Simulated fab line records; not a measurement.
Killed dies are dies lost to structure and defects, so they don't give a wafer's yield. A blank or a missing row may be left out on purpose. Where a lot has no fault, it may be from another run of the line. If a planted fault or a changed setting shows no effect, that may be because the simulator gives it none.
Chamber matching | flow n5 finfet | N5_BEOL_M4_STRIP_36 on rie diel-06: 3 sister chambers
The step strips in N2/H2. 14 wafers are shown with their chamber, then 5 later ones without.

WAFERS, EACH WITH ITS CHAMBER
wafer  | chamber | drypump motor current A (A) | showerhead plenum p Torr (Torr) | throttle valve pct (%)
L078.4 | 3       | 5.27                        | 2.46                            | 24.0
L078.5 | 1       | 6.00                        | 2.69                            | 23.3
L078.6 | 2       | 5.14                        | 2.56                            | 23.5
L079.4 | 2       | 5.13                        | 2.56                            | 23.5
L079.5 | 2       | 5.11                        | 2.56                            | 23.5
L079.6 | 1       | 5.98                        | 2.69                            | 23.3
L080.2 | 1       | 5.97                        | 2.68                            | 23.3
L080.3 | 3       | 5.28                        | 2.46                            | 24.0
L080.6 | 3       | 5.28                        | 2.46                            | 24.0
L082.2 | 1       | 5.96                        | 2.68                            | 23.4
L082.3 | 2       | 5.17                        | 2.56                            | 23.5
L082.4 | 3       | 5.29                        | 2.46                            | 24.0
L088.2 | 3       | 5.29                        | 2.45                            | 24.0
L088.3 | 2       | 5.13                        | 2.55                            | 23.6

SIGNATURES (averages over the wafers above)
reading                  | chamber 1 | chamber 2 | chamber 3 | scatter within a chamber
drypump motor current A  | 5.9775    | 5.1360    | 5.2820    | 0.0167
showerhead plenum p Torr | 2.6850    | 2.5580    | 2.4580    | 0.00486
throttle valve pct       | 23.325    | 23.520    | 24.000    | 0.0375
Rule: distance of a wafer from a chamber = root of the sum over the readings of ((wafer's reading minus chamber's mean) / reading's scatter) squared. The wafer belongs to the nearest chamber; if the next one is less than 2 further off, it can't be placed. How the scatter is found: for the shown wafers, subtract from each reading the mean of its chamber, square and add these, divide the total by (wafers less chambers), then take the root.

WAFERS MISSING THEIR CHAMBER
wafer  | drypump motor current A (A) | showerhead plenum p Torr (Torr) | throttle valve pct (%)
L091.1 | 5.98                        | 2.67                            | 23.3
L091.5 | 5.30                        | 2.45                            | 24.0
L096.2 | 5.98                        | 2.67                            | 23.4
L096.3 | 5.26                        | 2.44                            | 24.1
L096.5 | 5.14                        | 2.54                            | 23.6

WHICH CHAMBER EACH WENT THROUGH
wafer  | from the rows above | in truth
L091.1 | 1                   | 1
L091.5 | 3                   | 3
L096.2 | 1                   | 1
L096.3 | 3                   | 3
L096.5 | 2                   | 2
Correctly placed: 5 of 5. Number that these rows cannot place: 0. 0 placed wrongly.
